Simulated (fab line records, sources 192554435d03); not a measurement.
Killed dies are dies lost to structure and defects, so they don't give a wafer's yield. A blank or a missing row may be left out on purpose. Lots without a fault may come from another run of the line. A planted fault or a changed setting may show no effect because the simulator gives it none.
A struck lot beside a sound one | flow n5_finfet | 14 steps out of a route of 1938
Sound: wafers L978.1, L978.3, L978.5. Struck: wafers L986.2, L986.6. (L986.3 of the same lot was not struck and is left out.) The cause comes at the end.
At each step with rows: each side's tool, then ch and its chambers, then its first start. Under that, the readings that differ: sound wafers | struck wafers | difference of the means | sigmas: that difference in standard deviations of wafers without a fault.
alike: readings whose means differ by less than 2 such deviations, and words and numbers that are the same on both sides. not compared: withheld readings, readings that some wafer has no value for, bounds like >300 that may hide the same value, and numbers for which the record gives no deviation and whose values overlap.
The two part at a step that has a row with sigmas, a row that says differs or no value, or rows on one side only. Numbers that don't overlap but have no deviation are shown without sigmas and don't part them. A reading that every wafer of one side lacks parts them only if that side has two wafers or more.

first, 1 step without rows for these wafers: N5_BEOL_M0_SPUTTER_132 (material Cu, target thk 4 nm, time 7.37 s).
N5_BEOL_M0_ANNEAL_133: time 60 s.
  sound on pvd_sputter-01, day 6 22:26; struck on pvd_sputter-03, day 8 12:53
  alike: heater_power_w
N5_BEOL_M0_SPUTTER_134: material Cu, target thk 4 nm, time 7.37 s.
  sound on pvd_sputter-01, day 6 22:28; struck on pvd_sputter-03, day 8 12:56
  alike: chuck_sensor_temp_C, throttle_valve_pct
then, 1 step without rows for these wafers: N5_BEOL_M0_ANNEAL_135 (time 60 s).
N5_BEOL_M0_SPUTTER_141: material Cu, target thk 4 nm, time 7.37 s.
  sound on pvd_sputter-01, day 6 22:35; struck on pvd_sputter-03, day 8 13:03
  alike: chuck_sensor_temp_C, throttle_valve_pct
then, 1 step without rows for these wafers: N5_BEOL_M0_ECD_118 (material Cu, target thk 300 nm).
N5_BEOL_M0_ANNEAL_119: time 90 s.
  sound on rtp_anneal-01 ch 0, day 6 22:47; struck on rtp_anneal-01 ch 0, day 8 13:29
  alike: wafer_temp_C_max
then, 2 steps without rows for these wafers: N5_BEOL_M0_CMP_120 (polishes, stops on SiOC, t overpolish 6.9 s); N5_BEOL_M0_PRE_CLEAN_131 (time 15 s).
N5_BEOL_M0_CO_CAP_123: material Co, precursor CCTBA/H2, target thk 2 nm, time 102.1 s.
  sound on cvd_co-01 ch 0,1,2, day 6 23:28; struck on cvd_co-01 ch 2, day 8 14:07
  alike: heater_power_w
then, 1 step without rows for these wafers: N5_BEOL_M0_PRE_CLEAN_124 (time 15 s).
N5_BEOL_M0_DEP_125: deposits SiCN from 3MS/NH3, target thk 8 nm, time 14 s.
  sound on pecvd-04 ch 0,1,2, day 6 23:34; struck on pecvd-04 ch 0, day 8 14:14
  reading                                   | sound     | struck | difference | sigmas
  model.SiCN_of_BEOL_M0_DEP_125.thk_nm (nm) | 8 8.2 7.8 | 9.6 10 | +1.8       |
  alike: showerhead_plenum_p_Torr, throttle_valve_pct
N5_BEOL_M0_RS_MEAS_126: measures by four-point-probe.
  sound on film_metro-02, day 6 23:38; struck on film_metro-01, day 8 14:18
  alike: M0_RS
-- the record jumps here: 5 days lie between the struck wafers' starts before and after (it left off in module BEOL_M0 and takes up again in module BEOL_M4, whose first step shown is number 1111 of the route) --
N5_BEOL_M4_RC_MEAS_101:
  sound on prober-01 ch 0, day 12 02:20; struck on prober-01 ch 0, day 13 16:00
  alike: DIBL_N, DIBL_P, IOFF_N, IOFF_P, ION_N, ION_P, SS_N, SS_P, VT_N, VT_P

WHERE THEY PART
Nowhere in this record.

WHY: what the simulator had put in
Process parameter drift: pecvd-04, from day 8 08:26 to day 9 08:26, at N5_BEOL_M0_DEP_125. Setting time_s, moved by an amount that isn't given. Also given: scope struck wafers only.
